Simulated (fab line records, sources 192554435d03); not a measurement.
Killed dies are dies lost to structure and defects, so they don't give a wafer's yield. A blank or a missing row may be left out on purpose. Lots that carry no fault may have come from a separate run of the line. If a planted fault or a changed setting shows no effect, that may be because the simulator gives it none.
A lot that was struck, set against a sound lot :: flow n5_finfet :: 15 steps out of a route of 1938
Sound: these wafers, L521.1, L521.2, L521.5. Struck: wafers L517.4, L517.6. The cause comes at the end.
For every step that has rows: the tool of each side, followed by ch and its chambers, followed by its first start. Under that, the readings that differ: sound wafers :: struck wafers :: difference of the means :: sigmas: that difference in standard deviations of wafers without a fault.
alike: readings whose means differ by less than 2 such deviations, and words and numbers that are the same on both sides. not compared: withheld readings, readings that some wafer has no value for, bounds like >300 that may hide the same value, and numbers for which the record gives no deviation and whose values overlap.
Wherever a step has rows on one side only, a row that says differs or no value, or a row with sigmas, the two part there. Numbers that have no deviation but don't overlap get no sigmas and don't part them. A reading that every wafer of one side lacks parts them only if that side has two wafers or more.

first, 1 step without rows for these wafers: N5_BEOL_M5_STRIP_91 (strips in N2/H2, time 10 s).
N5_BEOL_M5_OCD_MEAS_38:
  sound on ocd-02 at day 13 17:52; struck on ocd-01 at day 13 17:26
  alike: trench_depth_nm
then, 4 steps without rows for these wafers: N5_BEOL_M5_HM_STRIP_39 (strips TiN in peroxide tin strip, target depth 25 nm, time 158 s); N5_BEOL_M5_SRD_40 (time 30 s); N5_BEOL_M5_PRECLEAN_42 (cleans in residue remover, time 60 s); N5_BEOL_M5_SRD_43 (time 30 s).
N5_BEOL_M5_CD_MEAS_35: target cd 28 nm, target cd y 24 nm.
  sound on cd_sem-01 at day 13 18:02; struck on cd_sem-01 at day 13 17:36
  alike: cd_nm
N5_BEOL_M5_CURE_80: cures SiCOH lowk, time 120 s.
  sound on uv_cure-03 ch 0, day 13 18:28; struck on uv_cure-03 ch 0, day 13 17:47
  alike: lamp_power_pct, wafer_temp_C_max
N5_BEOL_M5_DEGAS_44: time 60 s.
  sound on pvd_sputter-03 at day 13 18:52; struck on pvd_sputter-03 at day 13 18:00
  alike: heater_power_w
N5_BEOL_M5_PRE_CLEAN_45: time 30 s.
  sound on pvd_sputter-03 at day 13 18:54; struck on pvd_sputter-03 at day 13 18:02
  alike: heater_power_w
then, 1 step without rows for these wafers: N5_BEOL_M5_ALD_86 (deposits TaN, pulse time 2 s, purge time 3 s, co reactant purge time 2 s).
N5_BEOL_M5_SURFACE_TREAT_87:
  sound on pvd_sputter-03 at day 13 19:16; struck on pvd_sputter-02 at day 13 18:21
  not compared: pressure_mtorr, throttle_valve_pct
N5_BEOL_M5_CVD_47: deposits Co from CCTBA/H2, target thk 3 nm, time 216 s.
  sound on cvd_co-02 ch 0,1, day 13 19:27; struck on cvd_co-01 ch 0, day 13 18:29
reading: run_length_s (s)
sound: 239.2 239.7 238.3
struck: 141.8 141.0
difference: -97.7
sigmas: -99 or more
N5_BEOL_M5_SPUTTER_48: material Cu, target thk 15 nm, time 27.62 s.
  sound on pvd_sputter-03 at day 13 19:40; struck on pvd_sputter-02 at day 13 18:41
  alike: throttle_valve_pct
-- record jumps: 4 days separate the struck wafers' starts on either side; left off in module BEOL_M5, taken up again in module PASSIVATION, whose first shown step is the route's number 1936 --
N5_PASSIVATION_PROBE_49:
  record: rows for the struck wafers here (prober-01, day 18 01:38), none for the sound ones

## WHERE THEY PART
Earliest at N5_BEOL_M5_CVD_47; latest, in this record, at N5_PASSIVATION_PROBE_49.

WHY: whatever the simulator had introduced
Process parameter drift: cvd_co-01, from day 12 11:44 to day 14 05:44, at N5_BEOL_M5_CVD_47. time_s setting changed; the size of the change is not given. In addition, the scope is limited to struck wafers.
